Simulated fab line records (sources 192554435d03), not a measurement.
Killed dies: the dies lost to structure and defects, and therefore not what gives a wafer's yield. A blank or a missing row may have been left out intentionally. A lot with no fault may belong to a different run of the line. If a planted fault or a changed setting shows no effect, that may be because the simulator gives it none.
fab line records	flow n5Finfet
record lots=10	wafers=27	lastDay=18
route steps=1938 shown BEOL_M1@839 BEOL_M2@843 BEOL_M4@1111 PASSIVATION@1936
lots with no fault: from the same line, run without faults
startH: the number of hours between the record's first day and the start of the first shown wafer of the lot	waitH: hours elapsed since this lot's preceding step	" as in the row above	L1.1+2: a single row standing in for several wafers	- value missing, or start not given	* or withheld: withheld	< > ~ a bound
route shown NAME@n: NAME is a module with steps in the file, n the number in the route of the first one	usual: mean and standard deviation over wafers with no fault	same: alike in all rows	chamber/n: place in a boat	sites: readings site by site	_std_site: their standard deviation	_edge_site: outer sites' mean less inner sites'	radiusMm: for every site, how far away it sits from the centre of the wafer	mask NAME#n: copy n	behind: tool/chamber where the wafer was last shaped	hold: what put the lot on hold/how long, in hours/how the hold closed	device: the n, p or np transistor that did not switch	end of line: tests of these same wafers at the route's end	a step with no rows: only its recipe	killed: count of dies lost to structure and defects at first sort (not the wafer's yield)	map: per-die view of a wafer (x killed, . not killed, _ where there is no die)
set.NAME: setting as actually run; set.NAME@STEP: the setting as run at that earlier step	model.NAME: the simulator's own value behind a step, which no gauge read
route steps across a sampled set of lots; one table per step, one row per wafer
services: the hour from which a tool's chamber was out of use, counted from the record's first day as startH (under 0 if before that day), plus the number of hours and why
## steps
# step N5_BEOL_M1_RS_MEAS_58
# recipe thkMeasGauge=four-point-probe	reads=Co_of_BEOL_M1_CO_CAP_55+Cu_of_BEOL_M1_ECD_50+Co_of_BEOL_M1_CVD_47+TaN_of_BEOL_M1_ALD_84
# usual M1_RS=0.67/0.033
lot.wafer	tool	chamber	startH	waitH	M1_RS[ohm/sq]
L867.1	filmMetro-02	-	139.30	0.0	0.71
L867.3	"	-	"	"	0.65
L867.5	"	-	"	"	0.62
L871.3	filmMetro-02	-	152.70	0.1	0.66
L871.5	"	-	"	"	0.61
L871.6	"	-	"	"	0.61
L875.3	filmMetro-01	-	190.22	0.1	0.68
L875.4	"	-	"	"	0.67
L878.2	filmMetro-02	-	199.68	0.1	0.72
L878.5	"	-	"	"	0.64
L880.3	filmMetro-01	-	207.40	0.1	0.76
L880.4	"	-	"	"	0.64
L884.1	filmMetro-01	-	243.27	0.0	0.72
L884.2	"	-	"	"	0.67
L884.6	"	-	"	"	0.66
L888.1	filmMetro-02	-	264.03	0.0	0.69
L888.4	"	-	"	"	0.63
L888.6	"	-	"	"	0.70
L887.2	filmMetro-01	-	264.08	0.1	0.70
L887.5	"	-	"	"	0.68
L887.6	"	-	"	"	0.68
L890.2	filmMetro-02	-	265.93	0.1	0.67
L890.4	"	-	"	"	0.63
L890.6	"	-	"	"	0.62
L889.1	filmMetro-01	-	265.94	0.0	0.69
L889.2	"	-	"	"	0.67
L889.4	"	-	"	"	0.66
# step N5_BEOL_M2_PECVD_72
# recipe material=SiO2	targetThkA=160	tempC=400	precursor=TEOS/O2	pressureTorr=5.5	rfW=450	teosFlowSccm=53.8	gas=O2	flowSccm=3000	timeS=18
# usual heaterPowerW=645/94	showerheadPlenumPTorr=8.79/0.066	showerheadVppV=1304/64	throttleValvePct=22.8/2
# same timeS=18
lot.wafer	tool	chamber	startH	waitH	heaterPowerW	showerheadPlenumPTorr	showerheadVppV	throttleValvePct
L867.1	pecvd-01	0	139.46	0.0	543	8.73	1277	20.6
L867.3	"	1	"	"	630	8.88	1408	24.8
L867.5	"	2	"	"	862	8.81	1308	20.7
L871.3	pecvd-01	0	152.89	0.0	624	8.73	1305	20.5
L871.5	"	2	"	"	863	8.82	1352	20.4
L871.6	"	0	"	"	497	8.70	1291	20.3
L875.3	pecvd-02	2	190.39	0.0	733	8.75	1401	21.1
L875.4	"	2	"	"	735	8.77	1425	20.9
L878.2	pecvd-01	2	199.85	0.0	822	8.83	1338	20.5
L878.5	"	2	"	"	837	8.81	1332	20.3
L880.3	pecvd-01	0	207.57	0.0	591	8.73	1308	20.8
L880.4	"	2	"	"	876	8.82	1355	20.4
L884.1	pecvd-01	0	243.46	0.0	594	8.70	1276	20.6
L884.2	"	1	"	"	630	8.90	1390	25.2
L884.6	"	1	"	"	629	8.92	1385	25.1
L888.1	pecvd-01	0	264.19	0.0	489	8.72	1286	20.9
L888.4	"	1	"	"	604	8.90	1376	25.1
L888.6	"	0	"	"	483	8.72	1294	20.4
L887.2	pecvd-04	0	264.25	0.0	562	8.81	1244	24.2
L887.5	"	0	"	"	572	8.82	1236	24.2
L887.6	"	2	"	"	591	8.73	1165	19.9
L890.2	pecvd-04	0	266.09	0.0	558	8.81	1243	24.3
L890.4	"	2	"	"	572	8.74	1148	20.0
L890.6	"	1	"	"	629	8.84	1288	25.2
L889.1	pecvd-01	2	266.11	0.0	880	8.81	1325	20.9
L889.2	"	0	"	"	570	8.73	1308	20.6
L889.4	"	2	"	"	846	8.83	1362	20.7
# step N5_BEOL_M2_ETCH_63
# recipe chemistry=CF4	target=SiARC	targetDepthA=156	maskMaterial=CAR-EUV	timeS=26	ionEnergyEv=80	pressureMtorr=40	sourceW=545	biasW=36	Ar_flow_sccm=100	cf4FlowSccm=100	ends=cleared
# usual drypumpMotorCurrentA=5.7/0.54	etchRfOnTimeS=26.0/0.57	oesProductAu=0.66/0.07	rfVppV=183.9/1.3	showerheadPlenumPTorr=2.13/0.075	throttleValvePct=15.62/0.16
lot.wafer	tool	chamber	startH	waitH	drypumpMotorCurrentA	etchRfOnTimeS	oesProductAu	rfHoursCounterH	rfVppV	showerheadPlenumPTorr	throttleValvePct
L867.1	rieDiel-04	3	142.21	0.0	5.4	26.4	0.59	242	184.7	2.19	15.76
L867.3	"	1	"	"	6.2	26.5	0.61	170	186.8	2.13	15.68
L867.5	"	2	"	"	5.7	26.1	0.70	-	183.2	2.08	15.53
L871.3	rieDiel-03	2	156.43	0.0	6.2	26.8	0.62	173	184.8	2.14	15.69
L871.5	"	3	"	"	4.8	25.6	0.66	-	184.4	2.16	15.79
L871.6	"	2	"	"	6.2	26.6	0.62	-	182.8	2.14	15.68
L875.3	rieDiel-03	2	191.50	0.0	6.2	41.2	0.49	185	184.3	2.14	15.70
L875.4	"	0	"	"	5.1	25.9	0.74	59	185.5	2.28	15.50
L878.2	rieDiel-03	1	202.44	0.0	6.3	40.7	0.50	189	182.5	2.05	15.56
L878.5	"	2	"	"	6.2	26.9	0.60	-	183.9	2.14	15.72
L880.3	rieDiel-03	3	209.20	0.0	4.8	39.7	0.53	128	184.2	2.15	15.82
L880.4	"	0	"	"	5.1	25.8	0.74	66	184.8	2.28	15.50
L884.1	rieDiel-01	3	246.23	0.0	5.9	26.4	0.63	151	183.3	2.14	15.78
L884.2	"	0	"	"	5.7	26.4	0.67	112	183.3	2.07	15.45
L884.6	"	1	"	"	5.1	26.1	0.59	-	181.9	2.03	15.89
L888.1	rieDiel-03	2	266.95	0.0	6.2	26.7	0.59	208	183.7	2.13	15.73
L888.4	"	1	"	"	6.3	25.7	0.61	210	182.2	2.05	15.59
L888.6	"	2	"	"	6.2	26.4	0.59	-	183.9	2.13	15.75
L887.2	rieDiel-04	0	267.14	0.0	5.5	24.6	0.81	17	184.6	2.20	15.27
L887.5	"	3	"	"	5.4	24.7	0.80	-	184.1	2.18	15.35
L887.6	"	2	"	"	5.7	26.1	0.67	-	183.2	2.06	15.62
L890.2	rieDiel-04	3	267.51	0.0	5.4	24.7	0.80	29	185.6	2.18	15.33
L890.4	"	2	"	"	5.7	25.7	0.66	142	182.2	2.06	15.62
L890.6	"	0	"	"	5.5	24.3	0.82	-	185.0	2.20	15.28
L889.1	rieDiel-03	0	267.55	0.0	5.1	25.5	0.72	84	186.0	2.27	15.54
L889.2	"	2	"	"	6.2	26.4	0.59	208	183.6	2.13	15.73
L889.4	"	1	"	"	6.3	25.7	0.61	210	181.9	2.05	15.62
# step N5_BEOL_M2_HM_OPEN_17
# recipe chemistry=Cl2/BCl3	targetDepthA=200	overetchA=60	target=TiN	maskMaterial=SOC	ionEnergyEv=150	pressureMtorr=10	icpW=1000	biasW=126	Cl2_flow_sccm=53.25	bcl3FlowSccm=21.75	Ar_flow_sccm=25
# usual drypumpMotorCurrentA=5.6/0.37	oesProductAu=0.70/0.08	throttleValvePct=22.27/0.21
lot.wafer	tool	chamber	startH	waitH	drypumpMotorCurrentA	oesProductAu	rfHoursCounterH	throttleValvePct
L867.1	rieMetal-02	0	142.41	0.0	5.4	0.50	126	22.87
L867.3	"	0	"	"	5.4	0.51	-	22.85
L867.5	"	1	"	"	5.3	0.69	-	22.32
L871.3	rieMetal-02	1	156.66	0.1	5.2	0.69	-	22.32
L871.5	"	0	"	"	5.4	0.51	-	22.84
L871.6	"	1	"	"	5.2	0.70	-	22.31
L875.3	rieMetal-01	1	191.74	0.1	6.0	0.69	-	22.06
L875.4	"	0	"	"	6.4	0.66	-	21.97
L878.2	rieMetal-03	1	202.65	0.0	5.4	0.71	17	22.19
L878.5	"	1	"	"	5.4	0.71	-	22.17
L880.3	rieMetal-03	0	209.44	0.1	5.6	0.77	-	22.34
L880.4	"	1	"	"	5.4	0.71	-	22.19
L884.1	rieMetal-02	1	246.43	0.0	5.3	0.69	39	22.33
L884.2	"	0	"	"	5.4	0.83	2	22.29
L884.6	"	0	"	"	5.4	0.82	-	22.29
L888.1	rieMetal-02	1	267.15	0.0	5.2	0.67	41	22.33
L888.4	"	0	"	"	5.4	0.81	-	22.29
L888.6	"	0	"	"	5.4	0.81	-	22.30
L887.2	rieMetal-03	1	267.34	0.0	5.4	0.70	24	22.18
L887.5	"	1	"	"	5.4	0.68	-	22.19
L887.6	"	0	"	"	5.6	0.74	-	22.33
L890.2	rieMetal-03	1	267.73	0.0	5.4	0.69	24	22.19
L890.4	"	0	"	"	5.6	0.74	-	22.32
L890.6	"	0	"	"	5.6	0.74	-	22.34
L889.1	rieMetal-03	0	267.82	0.1	5.6	0.74	14	22.34
L889.2	"	1	"	"	5.4	0.69	24	22.20
L889.4	"	1	"	"	5.4	0.69	-	22.19
# step N5_BEOL_M4_RC_MEAS_101
# usual DIBL_N=36.4/1.6	DIBL_P=35.9/2	IOFF_N=0.152/0.03	IOFF_P=0.20/0.032	ION_N=670/12	ION_P=459/7.3	SS_N=71.6/0.55	SS_P=73.2/0.69	VT_N=251/3.5	VT_P=-252/3.2
lot.wafer	tool	chamber	startH	waitH	DIBL_N[mV/V]	DIBL_P[mV/V]	IOFF_N[nA/um]	IOFF_P[nA/um]	ION_N[uA/um]	ION_P[uA/um]	SS_N[mV/dec]	SS_P[mV/dec]	VT_N[mV]	VT_P[mV]
L867.1	prober-01	0	168.81	0.0	35.4	34.2	0.131	0.21	669	466	70.9	72.6	251	-247
L867.3	"	0	"	"	36.6	36.3	0.148	0.23	671	463	70.6	73.3	251	-247
L867.5	"	0	"	"	37.7	38.0	0.168	0.26	678	474	71.4	73.8	248	-246
L871.3	prober-01	0	197.53	0.3	37.2	37.4	0.177	0.22	688	468	72.4	73.6	247	-248
L871.5	"	0	"	"	35.7	35.0	0.148	0.19	679	459	71.9	72.8	251	-252
L871.6	"	0	"	"	34.9	35.2	0.142	0.18	678	460	71.8	72.6	251	-250
L875.3	prober-02	0	224.88	0.3	35.3	32.6	0.123	0.17	661	459	70.9	72.8	254	-255
L875.4	"	0	"	"	36.9	34.5	0.152	0.19	680	468	71.7	73.0	251	-255
L878.2	prober-02	0	240.24	0.2	36.0	33.9	0.134	0.17	659	455	70.7	73.4	252	-251
L878.5	"	0	"	"	38.8	37.8	0.198	0.24	688	470	71.3	74.6	245	-250
L880.3	prober-01	0	241.84	0.3	37.7	38.5	0.175	0.23	684	468	73.0	74.5	250	-248
L880.4	"	0	"	"	36.0	35.9	0.139	0.19	661	456	71.8	73.3	253	-254
L884.1	prober-01	0	283.24	0.0	35.1	34.8	0.137	0.18	665	457	71.3	72.7	253	-251
L884.2	"	0	"	"	36.5	37.0	0.164	0.22	690	466	71.9	71.8	248	-249
L884.6	"	0	"	"	36.9	36.8	0.167	0.22	677	467	72.7	73.3	251	-251
L888.1	prober-01	0	304.86	0.0	35.5	34.9	0.136	0.17	653	444	71.0	72.5	253	-254
L888.4	"	0	"	"	37.1	37.8	0.177	0.21	669	451	71.6	73.4	249	-251
L888.6	"	0	"	"	37.3	36.7	0.158	0.20	661	451	71.6	72.5	251	-252
L887.2	prober-02	0	306.21	0.2	35.5	34.6	0.143	0.17	661	452	71.1	73.7	252	-251
L887.5	"	0	"	"	33.3	32.0	0.106	0.14	646	449	71.1	71.9	258	-256
L887.6	"	0	"	"	32.5	31.6	0.095	0.14	644	448	70.4	72.4	255	-253
L890.2	prober-01	0	306.85	0.2	35.6	34.2	0.128	0.16	659	445	71.3	73.0	255	-257
L890.4	"	0	"	"	35.7	34.9	0.124	0.16	668	458	71.0	73.4	254	-258
L890.6	"	0	"	"	34.8	32.8	0.117	0.14	654	447	71.2	72.5	256	-261
L889.1	prober-02	0	311.21	0.0	35.3	35.4	0.135	0.19	671	458	71.7	73.6	255	-253
L889.2	"	0	"	"	36.3	35.6	0.160	0.20	667	452	72.3	73.2	253	-252
L889.4	"	0	"	"	34.5	35.5	0.127	0.20	664	464	71.1	73.2	254	-251
# step N5_PASSIVATION_PROBE_49
# usual defectLimitedYield=91.7/1.2	killed_at_M0_to_M3=33/9.5	killed_at_M4_up=13/4.9	killedAtContacts=13/6.6	killedAtFrontEnd=36/11	killedAtOther=3.0/2.6	killedDies=97/14	killedOpen=65/11	killedShort=31/6.6	sort_bin_5_function=4.8/0.82	sort_bin_6_memory=3.1/0.58	sort_bin_8_speed=0.00/0.02	sortNPass=1083/14	sortYieldPct=91.7/1.2
# same grossDies=1180	killedAtBackSide=0	sort_bin_4_leakage[%]=0
lot.wafer	tool	chamber	startH	waitH	defectLimitedYield[%]	killed_at_M0_to_M3	killed_at_M4_up	killedAtContacts	killedAtFrontEnd	killedAtOther	killedDies	killedOpen	killedShort	sort_bin_5_function[%]	sort_bin_6_memory[%]	sort_bin_8_speed[%]	sortNPass	sortYieldPct[%]
L867.1	prober-01	-	277.79	0.0	91.2	43	8	16	32	5	104	70	34	5.8	2.8	0	1076	91.2
L867.3	prober-01	-	277.89	0.1	93.2	30	15	8	25	2	80	63	14	4.1	2.7	0	1100	93.2
L867.5	prober-01	-	277.99	0.2	92.5	40	11	11	25	1	88	56	29	4.4	2.9	0	1092	92.5
L871.3	prober-02	-	294.13	0.1	93.1	24	9	11	29	8	81	46	35	4.4	2.4	0	1099	93.1
L871.5	prober-02	-	294.23	0.2	93.4	16	11	13	32	6	78	52	26	3.6	2.9	0	1102	93.4
L871.6	prober-02	-	294.28	0.3	91.4	26	8	9	48	11	102	72	30	5.1	3.1	0	1078	91.4
L875.3	prober-01	-	324.35	0.1	91.5	29	12	10	48	1	100	67	33	4.7	3.5	0	1080	91.5
L875.4	prober-01	-	324.40	0.2	91.9	33	14	7	37	4	95	64	28	5.3	2.4	0	1085	91.9
L880.3	prober-02	-	345.21	0.1	87.3	42	12	8	80	8	150	101	49	7.5	5.0	0	1030	87.3
L880.4	prober-02	-	345.26	0.2	91.5	28	12	12	45	3	100	60	38	5.0	3.2	0	1080	91.5
L878.2	prober-01	-	351.81	0.1	92.8	33	8	7	33	4	85	48	31	4.0	2.6	0	1095	92.8
L878.5	prober-01	-	351.96	0.2	89.8	34	15	12	55	4	120	77	40	5.5	4.2	0	1060	89.8
L884.1	prober-02	-	378.76	0.0	93.2	34	5	12	22	7	80	52	28	4.2	2.4	0	1100	93.2
L884.2	prober-02	-	378.81	0.1	92.6	23	8	14	34	8	87	55	32	4.0	3.1	0	1093	92.6
L884.6	prober-02	-	379.01	0.3	91.7	35	10	19	32	2	98	59	39	4.7	3.3	0	1082	91.7
L890.2	prober-02	-	414.38	0.1	90.1	39	8	17	51	2	117	84	33	5.5	4.1	0	1063	90.1
L890.4	prober-02	-	414.48	0.2	91.8	40	7	8	36	6	97	66	30	5.2	2.8	0	1083	91.8
L890.6	prober-02	-	414.58	0.3	91.2	29	10	19	44	2	104	74	30	4.7	3.9	0	1076	91.2
L888.1	prober-02	-	415.26	0.0	93.2	18	22	6	29	5	80	54	26	4.0	2.6	0	1100	93.2
L888.4	prober-02	-	415.41	0.2	92.5	36	19	7	23	3	88	56	30	4.1	3.0	0	1092	92.5
L888.6	prober-02	-	415.51	0.3	94.4	19	16	15	13	3	66	41	25	3.1	2.5	0	1114	94.4
L887.2	prober-02	-	417.28	0.1	91.8	27	21	5	44	0	97	70	21	4.7	3.0	0	1083	91.8
L887.5	prober-02	-	417.43	0.2	92.4	25	12	6	47	0	90	56	33	3.7	3.6	0.08	1089	92.3
L887.6	prober-02	-	417.48	0.3	90.8	33	10	9	53	3	108	67	40	5.7	3.2	0	1072	90.8
L889.1	prober-02	-	424.00	0.0	90.6	13	20	19	56	3	111	68	43	5.6	3.1	0	1069	90.6
L889.2	prober-02	-	424.05	0.1	91.8	26	17	5	47	2	97	56	41	5.4	2.3	0	1083	91.8
L889.4	prober-02	-	424.15	0.2	91.4	33	13	13	43	0	102	68	33	4.9	3.4	0	1078	91.4
# killed by level:class
L867.1 BEOL_M2:geometricParticle:open=15 MOL_CONTACT_COAG:geometricParticle:open=14 BEOL_M0_SAQP:geometricParticle:open=9 BEOL_M1:geometricParticle:open=6 FIN_SAQP:geometricParticle:short=5 BEOL_M2:geometricParticle:short=5 DUMMY_GATE:geometricParticle:open=4 GATE_CUT:geometricParticle:short=4
L867.3 BEOL_M2:geometricParticle:open=18 BEOL_M4:geometricParticle:open=11 MOL_CONTACT_COAG:geometricParticle:open=7 DUMMY_GATE:geometricParticle:open=5 STARTING-WAFER:geometricParticle:open=4 FIN_SAQP:geometricParticle:open=3 ILD0:geometricParticle:open=3 BEOL_M0_SAQP:geometricParticle:open=3
L867.5 BEOL_M2:geometricParticle:open=12 MOL_CONTACT_COAG:geometricParticle:open=8 BEOL_M0_SAQP:geometricParticle:open=7 BEOL_M3:geometricParticle:open=6 STARTING-WAFER:geometricParticle:short=5 GATE_CUT:geometricParticle:short=4 BEOL_M0_SAQP:geometricParticle:short=4 BEOL_M1:geometricParticle:open=4
L871.3 MOL_CONTACT_COAG:geometricParticle:open=11 FIN_SAQP:geometricParticle:short=7 BEOL_M4:geometricParticle:open=6 FIN_SAQP:geometricParticle:open=5 BEOL_M0_SAQP:geometricParticle:short=5 BEOL_M0_SAQP:geometricParticle:open=5 BEOL_M3:geometricParticle:open=5 BEOL_M3:geometricParticle:short=5
L871.5 MOL_CONTACT_COAG:geometricParticle:open=11 STI_FIN_REVEAL:geometricParticle:open=8 STI_FIN_REVEAL:geometricParticle:short=4 BEOL_M0_SAQP:geometricParticle:short=4 BEOL_M8:geometricParticle:open=4 FIN_SAQP:geometricParticle:short=3 DUMMY_GATE:geometricParticle:open=3 PASS1_CAP:geometricParticle:open=3
L871.6 STI_FIN_REVEAL:geometricParticle:open=11 DUMMY_GATE:geometricParticle:open=9 FIN_SAQP:geometricParticle:open=8 BEOL_M2:geometricParticle:open=8 MOL_CONTACT_COAG:geometricParticle:open=7 BEOL_M0_SAQP:geometricParticle:short=6 BEOL_M3:geometricParticle:open=6 MIM_TOP_ETCH:geometricParticle:short=5
L875.3 STI_FIN_REVEAL:geometricParticle:open=18 FIN_SAQP:geometricParticle:short=7 MOL_CONTACT_COAG:geometricParticle:open=7 BEOL_M1:geometricParticle:open=6 BEOL_M4:geometricParticle:open=5 BEOL_M0_SAQP:geometricParticle:short=5 GATE_CUT:geometricParticle:short=4 BEOL_M2:geometricParticle:open=4
L875.4 STI_FIN_REVEAL:geometricParticle:open=10 BEOL_M1:geometricParticle:open=9 GATE_CUT:geometricParticle:short=7 BEOL_M0_SAQP:geometricParticle:short=7 BEOL_M2:geometricParticle:open=7 BEOL_M4:geometricParticle:open=7 DUMMY_GATE:geometricParticle:open=6 FIN_SAQP:geometricParticle:short=5
L880.3 STI_FIN_REVEAL:geometricParticle:open=32 FIN_SAQP:geometricParticle:short=14 BEOL_M0_SAQP:geometricParticle:short=9 BEOL_M1:geometricParticle:open=8 BEOL_M0_SAQP:geometricParticle:open=8 DUMMY_GATE:geometricParticle:open=8 MOL_CONTACT_COAG:geometricParticle:open=6 BEOL_M3:geometricParticle:open=6
L880.4 STI_FIN_REVEAL:geometricParticle:open=11 STI_FIN_REVEAL:geometricParticle:short=10 MOL_CONTACT_COAG:geometricParticle:open=10 FIN_SAQP:geometricParticle:short=9 BEOL_M1:geometricParticle:open=6 BEOL_M2:geometricParticle:open=5 DUMMY_GATE:geometricParticle:open=5 BEOL_M0_SAQP:geometricParticle:short=5
L878.2 BEOL_M0_SAQP:geometricParticle:open=8 FIN_SAQP:geometricParticle:short=7 MOL_CONTACT_COAG:geometricParticle:open=6 BEOL_M0_SAQP:geometricParticle:short=6 BEOL_M3:geometricParticle:open=5 STI_FIN_REVEAL:geometricParticle:open=4 STARTING-WAFER:geometricParticle:open=4 FIN_SAQP:geometricParticle:open=3
L878.5 FIN_SAQP:geometricParticle:open=15 FIN_SAQP:geometricParticle:short=13 MOL_CONTACT_COAG:geometricParticle:open=9 BEOL_M0_SAQP:geometricParticle:open=8 BEOL_M1:geometricParticle:open=7 STI_FIN_REVEAL:geometricParticle:open=7 DUMMY_GATE:geometricParticle:open=5 BEOL_M0:geometricParticle:short=4
L884.1 BEOL_M1:geometricParticle:open=13 MOL_CONTACT_COAG:geometricParticle:open=10 BEOL_M2:geometricParticle:open=7 PAD_METAL:geometricParticle:short=5 FIN_SAQP:geometricParticle:short=4 BEOL_M0_SAQP:geometricParticle:open=3 BEOL_M1:geometricParticle:short=3 STARTING-WAFER:geometricParticle:open=3
L884.2 FIN_SAQP:geometricParticle:open=10 MOL_CONTACT_COAG:geometricParticle:open=9 FIN_SAQP:geometricParticle:short=7 BEOL_M2:geometricParticle:open=6 BEOL_M0_SAQP:geometricParticle:open=6 MOL_CONTACT_COAG:geometricParticle:short=5 BEOL_M4:geometricParticle:open=5 PAD_METAL:geometricParticle:short=5
L884.6 BEOL_M0_SAQP:geometricParticle:short=16 MOL_CONTACT_COAG:geometricParticle:open=14 FIN_SAQP:geometricParticle:open=8 BEOL_M0_SAQP:geometricParticle:open=8 BEOL_M2:geometricParticle:open=7 FIN_SAQP:geometricParticle:short=5 MOL_CONTACT_COAG:geometricParticle:short=5 BEOL_M4:geometricParticle:open=5
L890.2 STI_FIN_REVEAL:geometricParticle:open=14 MOL_CONTACT_COAG:geometricParticle:open=13 BEOL_M0_SAQP:geometricParticle:short=12 DUMMY_GATE:geometricParticle:open=7 BEOL_M1:geometricParticle:open=7 BEOL_M0_SAQP:geometricParticle:open=7 BEOL_M2:geometricParticle:open=7 BEOL_M4:geometricParticle:open=6
L890.4 BEOL_M1:geometricParticle:open=14 MOL_CONTACT_COAG:geometricParticle:open=8 BEOL_M0_SAQP:geometricParticle:short=7 BEOL_M0_SAQP:geometricParticle:open=7 FIN_SAQP:geometricParticle:short=5 DUMMY_GATE:geometricParticle:open=5 BEOL_M3:geometricParticle:open=5 FIN_SAQP:geometricParticle:open=4
L890.6 MOL_CONTACT_COAG:geometricParticle:open=14 DUMMY_GATE:geometricParticle:open=11 BEOL_M0_SAQP:geometricParticle:open=8 STI_FIN_REVEAL:geometricParticle:open=7 FIN_SAQP:geometricParticle:open=6 MOL_CONTACT_COAG:geometricParticle:short=5 BEOL_M0_SAQP:geometricParticle:short=5 BEOL_M4:geometricParticle:open=5
L888.1 BEOL_M4:geometricParticle:open=14 BEOL_M1:geometricParticle:open=8 FIN_SAQP:geometricParticle:short=6 STI_FIN_REVEAL:geometricParticle:open=6 MOL_CONTACT_COAG:geometricParticle:open=6 GATE_CUT:geometricParticle:short=6 BEOL_M3:geometricParticle:open=3 BEOL_M4:geometricParticle:short=3
L888.4 BEOL_M4:geometricParticle:open=10 BEOL_M1:geometricParticle:open=9 BEOL_M0_SAQP:geometricParticle:short=5 BEOL_M2:geometricParticle:short=5 BEOL_M3:geometricParticle:open=5 STARTING-WAFER:geometricParticle:open=5 MOL_CONTACT_COAG:geometricParticle:open=4 BEOL_M2:geometricParticle:open=4
L888.6 MOL_CONTACT_COAG:geometricParticle:open=11 BEOL_M4:geometricParticle:open=10 MOL_CONTACT_COAG:geometricParticle:short=4 BEOL_M1:geometricParticle:short=4 BEOL_M1:geometricParticle:open=4 DUMMY_GATE:geometricParticle:short=3 BEOL_M4:geometricParticle:short=3 BEOL_M3:geometricParticle:short=3
L887.2 BEOL_M4:geometricParticle:open=13 FIN_SAQP:geometricParticle:open=9 STI_FIN_REVEAL:geometricParticle:open=8 BEOL_M3:geometricParticle:open=8 FIN_SAQP:geometricParticle:short=6 BEOL_M0_SAQP:geometricParticle:open=6 BEOL_M1:geometricParticle:open=5 STARTING-WAFER:geometricParticle:open=5
L887.5 FIN_SAQP:geometricParticle:short=15 BEOL_M4:geometricParticle:open=8 FIN_SAQP:geometricParticle:open=7 STI_FIN_REVEAL:geometricParticle:open=5 MOL_CONTACT_COAG:geometricParticle:open=5 BEOL_M0_SAQP:geometricParticle:open=5 BEOL_M0_SAQP:geometricParticle:short=5 BEOL_M1:geometricParticle:open=5
L887.6 STI_FIN_REVEAL:geometricParticle:open=15 BEOL_M0_SAQP:geometricParticle:short=9 GATE_CUT:geometricParticle:short=8 MOL_CONTACT_COAG:geometricParticle:open=8 BEOL_M0_SAQP:geometricParticle:open=7 BEOL_M3:geometricParticle:open=7 FIN_SAQP:geometricParticle:open=6 FIN_SAQP:geometricParticle:short=5
L889.1 FIN_SAQP:geometricParticle:short=14 MOL_CONTACT_COAG:geometricParticle:open=14 FIN_SAQP:geometricParticle:open=9 BEOL_M5:geometricParticle:open=7 BEOL_M0_SAQP:geometricParticle:open=6 STI_FIN_REVEAL:geometricParticle:open=5 DUMMY_GATE:geometricParticle:open=5 GATE_CUT:geometricParticle:short=5
L889.2 FIN_SAQP:geometricParticle:open=11 STI_FIN_REVEAL:geometricParticle:open=9 BEOL_M0_SAQP:geometricParticle:short=7 FIN_SAQP:geometricParticle:short=6 BEOL_M5:geometricParticle:open=6 STARTING-WAFER:geometricParticle:short=6 MOL_CONTACT_COAG:geometricParticle:open=5 DUMMY_GATE:geometricParticle:open=4
L889.4 FIN_SAQP:geometricParticle:open=13 BEOL_M2:geometricParticle:open=11 MOL_CONTACT_COAG:geometricParticle:open=9 FIN_SAQP:geometricParticle:short=7 BEOL_M0_SAQP:geometricParticle:short=7 STI_FIN_REVEAL:geometricParticle:open=5 STARTING-WAFER:geometricParticle:short=5 MOL_CONTACT_COAG:geometricParticle:short=4
## services
tool	chamber	startH	hours	kind
pecvd-01	2	123.03	5.5	scheduledDown
rieMetal-02	-	125.48	2.8	pm
rieMetal-02	-	129.73	0.8	repair
rieDiel-03	3	138.36	7.2	repair
pecvd-02	2	145.44	6.6	repair
rieDiel-04	3	166.36	-	clean
rieDiel-04	3	166.36	-	consumableReplace:esc
rieDiel-04	3	166.36	-	consumableReplace:focusRing
rieDiel-04	3	166.36	32.4	scheduledDown
rieDiel-04	3	166.36	32.4	ventCycle
rieDiel-01	2	182.58	1.8	repair
rieDiel-04	0	199.48	-	clean
rieDiel-04	0	199.48	-	consumableReplace:focusRing
rieDiel-04	0	199.48	23.8	scheduledDown
rieDiel-04	0	199.48	23.8	ventCycle
pecvd-04	2	202.41	-	clean
rieMetal-02	0	205.29	-	clean
rieMetal-02	0	205.29	13.4	scheduledDown
rieMetal-02	0	205.29	13.4	ventCycle
pecvd-01	-	227.73	0.9	repair
pecvd-04	2	242.49	15.4	repair
rieDiel-04	1	244.41	8.5	repair
rieDiel-03	-	245.05	0.2	repair
rieMetal-03	1	260.55	3.4	repair
## key
firstSign step=N5_BEOL_M2_ETCH_63	reading=etchRfOnTimeS	direction=up	sigmas=26	usual=*	struck=*
effect step=N5_BEOL_M2_ETCH_63	reading=oesProductAu	direction=down	sigmas=2.2	usual=0.66	struck=0.51
metAt N5_BEOL_M2_ETCH_63
struckLots L875,L878,L880
struckWafers L875.3,L878.2,L880.3
notActingAt N5_BEOL_M1_RS_MEAS_58,N5_BEOL_M2_PECVD_72,N5_BEOL_M2_HM_OPEN_17
onsetBetween 156.43 191.50
fault kind=processParameterDrift	tool=rieDiel-03	chamber=-	onsetH=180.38	steps=N5_BEOL_M2_ETCH_63	channel=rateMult	offset=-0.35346	shape=step	endH=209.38	scope=struckWafersOnly
